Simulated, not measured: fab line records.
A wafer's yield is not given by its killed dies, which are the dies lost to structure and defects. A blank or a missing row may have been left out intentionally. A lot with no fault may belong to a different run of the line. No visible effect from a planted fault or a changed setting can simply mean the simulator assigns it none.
fab line records ; flow n5-finfet
[record] lots = 3; wafers = 8; last-day = 19
route steps=1938 shown BEOL_M0_SAQP@657 BEOL_M0@715 BEOL_M4@1111 PASSIVATION@1936
lots untouched by any fault: they come from a run of this same line in which no faults occurred
start-h: hours from the record's opening day to when the first of the lot's shown wafers began ; wait-h: how many hours have passed since the lot's step before this one ; " unchanged from the row above ; L1.1+2: one row covering several wafers at once ; - no value, or no start given ; * or withheld: withheld ; < > ~ a bound
route shown NAME@n: names a module that has steps shown in the file, with the first one's number in the route ; usual: mean/standard deviation taken from wafers without a fault ; same: alike in all rows ; chamber/n: place in a boat ; sites: each site's reading ; _std_site: standard deviation of those values ; _edge_site: the outer-site mean with the inner-site mean subtracted ; radius-mm: how far each site lies from the wafer's centre ; mask NAME#n: copy n ; behind: the most recent tool/chamber to have shaped the wafer ; hold: why the lot went on hold/how many hours it stayed there/how the hold came to an end ; device: which transistor (n, p or np) failed to switch ; end of line: the route-end tests of the same wafers ; step lacking rows: just its recipe ; killed: count of dies lost to structure and defects at first sort (not the wafer's yield) ; map: per-die view of a wafer (x killed, . not killed, _ where there is no die)
set.NAME: the setting as run; set.NAME@STEP: as run at that earlier step ; model.NAME: the simulator's own value behind a step, which no gauge read
lots at selected steps of the route; one table per step, one row per wafer
services: when a tool's chamber went out of use (start-h, in hours from the record's first day, below 0 if earlier), for how many hours, and the reason
[[steps]]
[step N5_BEOL_M0_SAQP_STRIP_113]
[recipe] chemistry = CHF3/O2; resist = SiARC; rf-frequency-hz = 6e+07
[step N5_BEOL_M0_SAQP_MANDREL_ETCH_20]
[recipe] target-depth-a = 600; chemistry = HBr/Cl2; target = a-Si; stop-on = SiNx; bt-time-s = 10; mask-material = SOC; over-etch-frac = 0.5; time-s = 30; pressure-mtorr = 10; icp-w = 800; bias-w = 75; HBr_flow_sccm = 150; Cl2_flow_sccm = 80; ends = end-point
[step N5_BEOL_M0_SAQP_STRIP_86]
[recipe] chemistry = N2/H2; power-w = 500; temp-c = 40; pressure-mtorr = 50; rf-frequency-hz = 6e+07; overash-fraction = 0.3; bias-power-w = 28; h2-frac = 0.5; n2-flow-sccm = 300; h2-flow-sccm = 300
[step N5_BEOL_M0_SAQP_STRIP_115]
[recipe] chemistry = post-etch-residue-remover; time-s = 60; temp-c = 25; remover-ph = withheld; remover-water-wt-pct = withheld; remover-fluoride-wt-pct = withheld
[step N5_BEOL_M0_SAQP_SRD_93]
[recipe] dry = ipa-marangoni; time-s = 30; temp-c = 23; rinse-liquid = diw
[step N5_BEOL_M0_SAQP_RECESS_114]
[recipe] chemistry = HF/NH3; target = SiO2; target-depth-a = 144; afs-cycles = 3; temp-c = 30; sublimation-temp-c = 180; sublimation-time-s = 60
[step N5_BEOL_M0_SAQP_SPACER1_ALD_98]
[recipe] material = SiO2; target-thk-a = 128; temp-c = 300; ald-precursor-family = BDEAS; ald-co-reactant = O2-plasma; pulse-time-s = 1; purge-time-s = 2; co-reactant-purge-time-s = 2; ald-cycles = 138; pressure-torr = 2
[step N5_BEOL_M0_SAQP_SPACER1_ETCHBACK_99]
[recipe] chemistry = CHF3/O2; mode = anisotropic-etchback; target = SiO2; target-depth-a = 154; time-s = 7.7; pressure-mtorr = 30; source-w = 650; bias-w = 170; Ar_flow_sccm = 200; CHF3_flow_sccm = 50; O2_flow_sccm = 5; ion-energy-ev = 200
[step N5_BEOL_M0_SAQP_MANDREL1_REMOVE_100]
[recipe] chemistry = HBr/Cl2/O2; bt-time-s = 10; target = a-Si; stop-on = SiNx; endpoint = OES-SiCl; over-etch-frac = 0.85; icp-w = 600; bias-w = 30; HBr_flow_sccm = 150; Cl2_flow_sccm = 80; O2_flow_sccm = 5; pressure-mtorr = 10
[step N5_BEOL_M0_SAQP_ETCH_101]
[recipe] chemistry = CH3F/O2; target = SiNx; mask-material = SiO2; target-depth-a = 299; time-s = 42.7; pressure-mtorr = 30; source-w = 395; bias-w = 73; Ar_flow_sccm = 150; CH3F_flow_sccm = 30; O2_flow_sccm = 20; ion-energy-ev = 120
[step N5_BEOL_M0_SAQP_ETCH_102]
[recipe] chemistry = CF4; target = SiO2; target-depth-a = 40; ion-energy-ev = 350; time-s = 4.4; pressure-mtorr = 10; icp-w = 800; bias-w = 400; cf4-flow-sccm = 80
[step N5_BEOL_M0_SAQP_MANDREL_ETCH_103]
[recipe] chemistry = HBr/Cl2; target = a-Si; target-depth-a = 450; bt-time-s = 10; stop-on = SiCN; mask-material = SiO2; over-etch-frac = 0.8; time-s = 27; pressure-mtorr = 10; icp-w = 800; bias-w = 75; HBr_flow_sccm = 150; Cl2_flow_sccm = 80; ends = end-point
[usual] chamber-pressure-mTorr = 10.000/0.009; drypump-motor-current-A = 5.6/0.39; oes-product-au = 0.686/0.0091; throttle-valve-pct = 35.45/0.26
[same] bt-time-s = 10
lot.wafer;tool;chamber;start-h;wait-h;chamber-pressure-mTorr;drypump-motor-current-A;oes-product-au;rf-hours-counter-h;throttle-valve-pct;model.SiCN_of_BEOL_M0_SAQP_PECVD_03.thk-nm
L573.1;rie-si-02;3;164.74;0.0;10.009;5.3;0.675;93;35.69;8.4
L573.2;rie-si-02;0;164.74;0.0;9.982;5.7;0.696;7;35.36;8.6
L573.5;rie-si-02;1;164.74;0.0;10.004;5.6;0.690;-;35.16;8.6
L577.2;rie-si-02;2;191.51;0.0;10.002;6.3;0.677;95;35.31;8.4
L577.3;rie-si-02;1;191.51;0.0;9.999;5.6;0.693;152;35.17;5.8
L586.1;rie-si-03;3;239.03;0.0;10.003;5.5;0.680;96;35.45;8.4
L586.3;rie-si-03;1;239.03;0.0;10.005;5.3;0.686;153;35.40;8.4
L586.4;rie-si-03;0;239.03;0.0;9.995;5.1;0.682;5;35.80;8.6
[step N5_BEOL_M0_SAQP_RECESS_104]
[recipe] chemistry = HF/NH3; target = SiO2; target-depth-a = 180; afs-cycles = 3; temp-c = 30; sublimation-temp-c = 180; sublimation-time-s = 60
[step N5_BEOL_M0_SAQP_COAT_105]
[recipe] resist = SOC; temp-c = 250; time-s = 60; spin-rpm = 1500; resist-thk-nm = 100
[step N5_BEOL_M0_SAQP_ETCH_106]
[recipe] chemistry = N2/H2; target = SOC; target-depth-a = 1500; stop-on = SiNx; ion-energy-ev = 100; bias-w = 61; pressure-mtorr = 30; source-w = 850; n2-flow-sccm = 200; h2-flow-sccm = 200
[step N5_BEOL_M0_SAQP_ETCH_107]
[recipe] chemistry = CH3F/O2; target = SiNx; target-depth-a = 300; mask-material = SOC; pressure-mtorr = 30; source-w = 395; bias-w = 73; Ar_flow_sccm = 150; CH3F_flow_sccm = 30; O2_flow_sccm = 20; ion-energy-ev = 120
[step N5_BEOL_M0_SAQP_STRIP_108]
[recipe] chemistry = N2/H2; power-w = 500; temp-c = 40; pressure-mtorr = 50; rf-frequency-hz = 6e+07; overash-fraction = 0.3; bias-power-w = 28; h2-frac = 0.5; n2-flow-sccm = 300; h2-flow-sccm = 300
[step N5_BEOL_M0_SAQP_RECESS_109]
[recipe] chemistry = HF/NH3; target = SiO2; target-depth-a = 30; afs-cycles = 1; temp-c = 30; sublimation-temp-c = 180; sublimation-time-s = 60
[usual] drypump-motor-current-A = 6.22/0.22; sublimation-temp-c = 180.00/0.15
lot.wafer;tool;chamber;start-h;wait-h;drypump-motor-current-A;sublimation-temp-c;model.SiCN_of_BEOL_M0_SAQP_PECVD_03.thk-nm
L573.1;vapor-etch-02;1;165.43;0.0;6.19;179.85;8.2
L573.2;vapor-etch-02;0;165.43;0.0;6.16;179.88;8.2
L573.5;vapor-etch-02;0;165.43;0.0;6.17;180.05;8.4
L577.2;vapor-etch-01;0;192.36;0.0;5.95;180.00;8
L577.3;vapor-etch-01;1;192.36;0.0;6.60;180.01;5.4
L586.1;vapor-etch-02;0;239.72;0.0;6.14;180.13;8.2
L586.3;vapor-etch-02;0;239.72;0.0;6.17;180.26;8
L586.4;vapor-etch-02;1;239.72;0.0;6.17;180.01;8.2
[step N5_BEOL_M0_SAQP_SPACER2_ALD_26]
[recipe] material = SiO2; target-thk-a = 150; temp-c = 300; ald-precursor-family = BDEAS; ald-co-reactant = O2-plasma; pulse-time-s = 1; purge-time-s = 2; co-reactant-purge-time-s = 2; pressure-torr = 2
[step N5_BEOL_M0_SAQP_SPACER2_ETCHBACK_27]
[recipe] chemistry = CHF3/O2; mode = anisotropic-etchback; target = SiO2; target-depth-a = 225; time-s = 11.25; pressure-mtorr = 30; source-w = 650; bias-w = 170; Ar_flow_sccm = 200; CHF3_flow_sccm = 50; O2_flow_sccm = 5; ion-energy-ev = 200
[step N5_BEOL_M0_SAQP_MANDREL2_REMOVE_110]
[recipe] chemistry = HBr/Cl2/O2; bt-time-s = 10; target = a-Si; stop-on = SiCN; endpoint = OES-SiCl; over-etch-frac = 1; icp-w = 600; bias-w = 30; HBr_flow_sccm = 150; Cl2_flow_sccm = 80; O2_flow_sccm = 5; pressure-mtorr = 10
[step N5_BEOL_M0_SAQP_COAT_69]
[recipe] resist = SOC; temp-c = 250; time-s = 60; spin-rpm = 1500; resist-thk-nm = 90
[step N5_BEOL_M0_SAQP_COAT_72]
[recipe] resist = SiARC; temp-c = 220; time-s = 60; spin-rpm = 1500; resist-thk-nm = 15
[step N5_BEOL_M0_SAQP_COAT_87]
[recipe] resist = underlayer; temp-c = 205; time-s = 60; spin-rpm = 1500; resist-thk-nm = 5
[step N5_BEOL_M0_SAQP_COAT_34]
[recipe] resist = CAR-EUV; spin-rpm = 1500; resist-thk-nm = 30
[step N5_BEOL_M0_SAQP_EBR_36]
[recipe] solvent = PGMEA; ebr-width-mm = 1.5
[step N5_BEOL_M0_SAQP_SOFTBAKE_35]
[recipe] temp-c = 110; time-s = 60; resist = CAR-EUV
[step N5_BEOL_M0_SAQP_EXPOSE_37]
[recipe] mask-id = M0_CUT1; na = 0.33; source-shape = annular; sigma-inner = 0.35; sigma-outer = 0.8; polarization = unpolarized; target-cd-nm = 30; dose-mj = 44.75
[step N5_BEOL_M0_SAQP_PEB_38]
[recipe] peb-temp-c = 100; peb-time-s = 60; resist = CAR-EUV
[step N5_BEOL_M0_SAQP_DEVELOP_39]
[recipe] develop-time-s = 30; developer = TMAH; resist = CAR-EUV; rinse-liquid = surfactant-rinse; dry = air-spin; dev-temp-c = 23
[step N5_BEOL_M0_SAQP_DESCUM_45]
[recipe] chemistry = O2; time-s = 7; source-power-w = 50; bias-power-w = 20; pressure-mtorr = 20; rf-frequency-hz = 2.712e+07; temp-c = 40; resist = CAR-EUV; o2-flow-sccm = 225
[step N5_BEOL_M0_SAQP_ETCH_88]
[recipe] chemistry = N2/H2; target = underlayer; target-depth-a = 65; time-s = 5.2; ion-energy-ev = 200; mask-material = CAR-EUV; pressure-mtorr = 30; source-w = 840; bias-w = 150; n2-flow-sccm = 200; h2-flow-sccm = 200; ends = cleared
[step N5_BEOL_M0_SAQP_ETCH_73]
[recipe] chemistry = CF4; target = SiARC; target-depth-a = 195; mask-material = CAR-EUV; time-s = 32.5; ion-energy-ev = 80; pressure-mtorr = 40; source-w = 545; bias-w = 36; Ar_flow_sccm = 100; cf4-flow-sccm = 100; ends = cleared
[step N5_BEOL_M0_SAQP_CUT_ETCH_46]
[recipe] chemistry = N2/H2; target = SOC; target-depth-a = 1350; overetch-a = 270; temp-c = 40; time-s = 202.5; ion-energy-ev = 200; mask-material = SiARC; pressure-mtorr = 30; source-w = 840; bias-w = 150; n2-flow-sccm = 200; h2-flow-sccm = 200
[step N5_BEOL_M0_SAQP_STRIP_74]
[recipe] chemistry = N2/H2; temp-c = 40; n2-flow-sccm = 200; h2-flow-sccm = 200; rf-frequency-hz = 6e+07
[step N5_BEOL_M0_SAQP_STRIP_89]
[recipe] chemistry = N2/H2; temp-c = 40; n2-flow-sccm = 200; h2-flow-sccm = 200; rf-frequency-hz = 6e+07
[step N5_BEOL_M0_SAQP_ALD_48]
[recipe] material = SiO2; target-thk-a = 200; temp-c = 100; ald-precursor-family = BDEAS; ald-co-reactant = O2-plasma; pulse-time-s = 1; co-reactant-pulse-time-s = 1; purge-time-s = 2; co-reactant-purge-time-s = 2; ald-cycles = 139; pressure-torr = 2
[step N5_BEOL_M0_ETCH_138]
[recipe] chemistry = CH3F/O2; target-depth-a = 120; target = SiCN; time-s = 31.6; ion-energy-ev = 120; pressure-mtorr = 30; source-w = 395; bias-w = 75; Ar_flow_sccm = 150; CH3F_flow_sccm = 30; O2_flow_sccm = 20; ends = cleared
[usual] CH3F_flow_sccm = 30.00/0.091; chamber-pressure-mTorr = 30.00/0.03; drypump-motor-current-A = 6.0/0.48; etch-rf-on-time-s = 29.3/0.81; oes-product-au = 0.67/0.082; rf-vpp-V = 296.7/1.6; showerhead-plenum-p-Torr = 1.97/0.064; throttle-valve-pct = 16.32/0.29
lot.wafer;tool;chamber;start-h;wait-h;CH3F_flow_sccm;chamber-pressure-mTorr;drypump-motor-current-A;etch-rf-on-time-s;oes-product-au;rf-hours-counter-h;rf-vpp-V;showerhead-plenum-p-Torr;throttle-valve-pct;model.etch.depth-nm
L573.1;rie-diel-01;3;168.42;0.0;29.91;30.06;5.9;27.1;0.80;29;297.9;1.96;15.88;8.118
L573.2;rie-diel-01;1;168.42;0.0;30.19;29.99;5.8;27.8;0.78;21;296.6;1.95;16.22;8.228
L573.5;rie-diel-01;3;168.42;0.0;30.07;30.02;5.9;27.5;0.80;-;294.9;1.96;15.87;8.336
L577.2;rie-diel-04;0;195.20;0.0;30.15;30.02;6.0;28.4;0.63;137;297.7;2.01;16.71;8.056
L577.3;rie-diel-04;3;195.20;0.0;29.95;30.01;5.2;32.2;0.59;242;296.0;1.89;16.28;9.231
L586.1;rie-diel-04;1;242.81;0.0;29.89;30.03;6.4;28.1;0.74;29;298.4;2.05;15.97;8.116
L586.3;rie-diel-04;2;242.81;0.0;29.81;30.03;5.6;28.0;0.60;211;294.2;1.90;16.59;8.052
L586.4;rie-diel-04;0;242.81;0.0;29.93;30.00;6.0;29.1;0.62;-;296.7;2.00;16.75;8.296
[step N5_BEOL_M0_ETCH_128]
[recipe] chemistry = CF4/N2; target-depth-a = 120; overetch-a = 51; target = SiCN; time-s = 21.4; ion-energy-ev = 150; pressure-mtorr = 40; source-w = 430; bias-w = 70; Ar_flow_sccm = 100; cf4-flow-sccm = 60; n2-flow-sccm = 60
[usual] chamber-pressure-mTorr = 39.99/0.035; drypump-motor-current-A = 5.9/0.47; n2-flow-sccm = 60.04/0.19; oes-product-au = 0.53/0.057; rf-vpp-V = 381.7/2; showerhead-plenum-p-Torr = 2.18/0.074; throttle-valve-pct = 15.48/0.3
lot.wafer;tool;chamber;start-h;wait-h;chamber-pressure-mTorr;drypump-motor-current-A;n2-flow-sccm;oes-product-au;rf-hours-counter-h;rf-vpp-V;showerhead-plenum-p-Torr;throttle-valve-pct;model.etch.depth-nm
L573.1;rie-diel-04;0;171.39;0.0;39.98;6.0;60.08;0.51;128;383.4;2.22;15.78;8.118
L573.2;rie-diel-04;2;171.39;0.0;39.99;5.6;60.11;0.49;180;379.4;2.11;15.69;8.228
L573.5;rie-diel-04;2;171.39;0.0;40.01;5.6;59.97;0.49;-;378.9;2.11;15.67;8.336
L577.2;rie-diel-04;2;196.41;0.5;39.96;5.6;60.17;0.48;189;380.4;2.11;15.69;8.056
L577.3;rie-diel-04;3;196.41;0.5;40.03;5.2;60.12;0.56;243;379.5;2.08;15.39;12
L586.1;rie-diel-04;1;247.19;0.0;39.87;6.4;60.00;0.58;31;381.7;2.25;15.06;8.116
L586.3;rie-diel-04;2;247.19;0.0;39.97;5.6;59.93;0.47;214;380.3;2.10;15.73;8.052
L586.4;rie-diel-04;2;247.19;0.0;40.02;5.6;60.09;0.48;-;380.4;2.10;15.74;8.296
[step N5_BEOL_M4_RC_MEAS_101]
[usual] DIBL_N = 35.8/1.7; DIBL_P = 35.3/2; IOFF_N = 0.150/0.026; IOFF_P = 0.194/0.029; ION_N = 667/11; ION_P = 456/7.1; SS_N = 71.4/0.65; SS_P = 73.1/0.64; VT_N = 251/3; VT_P = -252/3.2
lot.wafer;tool;chamber;start-h;wait-h;DIBL_N[mV/V];DIBL_P[mV/V];IOFF_N[nA/um];IOFF_P[nA/um];ION_N[uA/um];ION_P[uA/um];SS_N[mV/dec];SS_P[mV/dec];VT_N[mV];VT_P[mV]
L573.1;prober-01;0;272.94;0.0;34.8;33.6;0.120;0.192;652;457;70.5;73.7;255;-247
L573.2;prober-01;0;272.94;0.0;35.2;34.7;0.132;0.202;664;460;71.2;73.4;255;-250
L573.5;prober-01;0;272.94;0.0;33.9;32.6;0.111;0.176;662;458;71.1;73.0;255;-250
L577.2;prober-02;0;307.86;0.5;32.2;31.2;0.094;0.144;642;448;69.7;73.1;258;-255
L577.3;prober-02;0;307.86;0.5;35.7;34.7;0.144;0.189;657;452;71.3;74.0;254;-253
L586.1;prober-01;0;344.16;0.0;36.8;37.6;0.154;0.215;668;459;71.5;73.2;251;-251
L586.3;prober-01;0;344.16;0.0;36.1;36.8;0.144;0.207;670;464;71.6;73.1;250;-251
L586.4;prober-01;0;344.16;0.0;37.6;37.2;0.186;0.212;668;453;72.7;73.5;248;-252
[step N5_PASSIVATION_PROBE_49]
[usual] defect-limited-yield = 91.5/1.4; killed_at_M0_to_M3 = 34/11; killed_at_M4_up = 15/6; killed-at-contacts = 11/5.9; killed-at-front-end = 37/11; killed-at-other = 3.6/2.9; killed-dies = 101/17; killed-open = 66/12; killed-short = 33/7.8; sort_bin_5_function = 5.0/0.97; sort_bin_6_memory = 3.2/0.65; sort_bin_8_speed = 0.02/0.2; sort-n-pass = 1079/17; sort-yield-pct = 91.4/1.4
[same] gross-dies = 1180; killed-at-back-side = 0; sort_bin_4_leakage[%] = 0
lot.wafer;tool;chamber;start-h;wait-h;defect-limited-yield[%];killed_at_M0_to_M3;killed_at_M4_up;killed-at-contacts;killed-at-front-end;killed-at-other;killed-dies;killed-open;killed-short;sort_bin_5_function[%];sort_bin_6_memory[%];sort_bin_8_speed[%];sort-n-pass;sort-yield-pct[%]
L573.1;prober-02;-;381.59;0.0;90.8;40;18;7;42;1;108;67;40;5.1;3.9;0;1072;90.8
L573.2;prober-02;-;381.64;0.1;89.3;37;21;6;56;6;126;77;42;6.4;3.9;0;1054;89.3
L573.5;prober-02;-;381.79;0.2;92.7;36;15;5;26;4;86;48;37;4.4;2.7;0;1094;92.7
L577.2;prober-01;-;414.88;0.1;91.1;35;15;9;33;13;105;71;33;5.6;3.0;0.08;1074;91.0
// killed by level:class
L573.1 STI_FIN_REVEAL:geometric-particle:open=11 BEOL_M3:geometric-particle:open=10 BEOL_M0_SAQP:geometric-particle:open=9 BEOL_M4:geometric-particle:open=9 BEOL_M1:geometric-particle:open=8 FIN_SAQP:geometric-particle:short=5 GATE_CUT:geometric-particle:short=5 MOL_CONTACT_COAG:geometric-particle:open=5
L573.2 FIN_SAQP:geometric-particle:short=13 STI_FIN_REVEAL:geometric-particle:open=11 BEOL_M3:geometric-particle:open=11 BEOL_M4:geometric-particle:open=11 STARTING-WAFER:geometric-particle:open=8 FIN_SAQP:geometric-particle:open=7 DUMMY_GATE:geometric-particle:open=6 BEOL_M0_SAQP:geometric-particle:short=6
L573.5 BEOL_M1:geometric-particle:open=9 BEOL_M3:geometric-particle:open=8 GATE_CUT:geometric-particle:short=7 BEOL_M0_SAQP:geometric-particle:short=6 BEOL_M4:geometric-particle:open=6 DUMMY_GATE:geometric-particle:open=5 BEOL_M0_SAQP:geometric-particle:open=5 DUMMY_GATE:geometric-particle:short=4
L577.2 MOL_CONTACT_COAG:geometric-particle:open=8 BEOL_M2:geometric-particle:open=8 BEOL_M4:geometric-particle:open=8 FIN_SAQP:geometric-particle:open=7 BEOL_M0_SAQP:geometric-particle:open=7 STI_FIN_REVEAL:geometric-particle:open=6 BEOL_M0_SAQP:geometric-particle:short=6 FIN_SAQP:geometric-particle:short=5
[[services]]
tool;chamber;start-h;hours;kind
rie-diel-04;1;156.64;-;clean
rie-diel-04;1;156.64;-;consumable-replace:focus-ring
rie-diel-04;1;156.64;21.8;scheduled-down
rie-diel-04;1;156.64;21.8;vent-cycle
rie-diel-04;0;159.67;9.2;repair
rie-diel-04;3;166.89;6.3;repair
rie-si-02;3;174.52;23.4;repair
rie-si-02;0;175.83;7.0;repair
rie-si-02;0;193.10;3.9;repair
rie-diel-01;2;196.01;16.2;repair
rie-diel-04;3;217.41;-;clean
rie-diel-04;3;217.41;-;consumable-replace:focus-ring
rie-diel-04;3;217.41;-;consumable-replace:showerhead
rie-diel-04;3;217.41;30.8;scheduled-down
rie-diel-04;3;217.41;30.8;vent-cycle
rie-si-02;0;232.10;4.7;repair
rie-diel-01;0;236.26;2.0;repair
rie-diel-01;1;242.72;9.3;repair
[[key]]
[first-sign] step = N5_BEOL_M0_ETCH_138; reading = etch-rf-on-time-s; direction = up; sigmas = 3.6; usual = *; struck = *
effect none on later readings
[model-effect] step = N5_BEOL_M0_SAQP_MANDREL_ETCH_103; value = SiCN_of_BEOL_M0_SAQP_PECVD_03.thk-nm; without = 8.8; struck = 5.8
[model-effect] step = N5_BEOL_M0_SAQP_RECESS_109; value = SiCN_of_BEOL_M0_SAQP_PECVD_03.thk-nm; without = 8.4; struck = 5.4
[model-effect] step = N5_BEOL_M0_ETCH_138; value = etch.depth-nm; without = 8.451; struck = 9.231
[model-effect] step = N5_BEOL_M0_ETCH_128; value = etch.depth-nm; without = 8.451; struck = 12
met-at N5_BEOL_M0_SAQP_MANDREL_ETCH_103
struck-wafers L577.3
onset-between 164.74 191.51
[fault] kind = process-parameter-drift; tool = rie-si-02; chamber = -; onset-h = 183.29; steps = N5_BEOL_M0_SAQP_MANDREL_ETCH_103; channel = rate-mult; offset = 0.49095; shape = step; end-h = 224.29; scope = struck-wafers-only
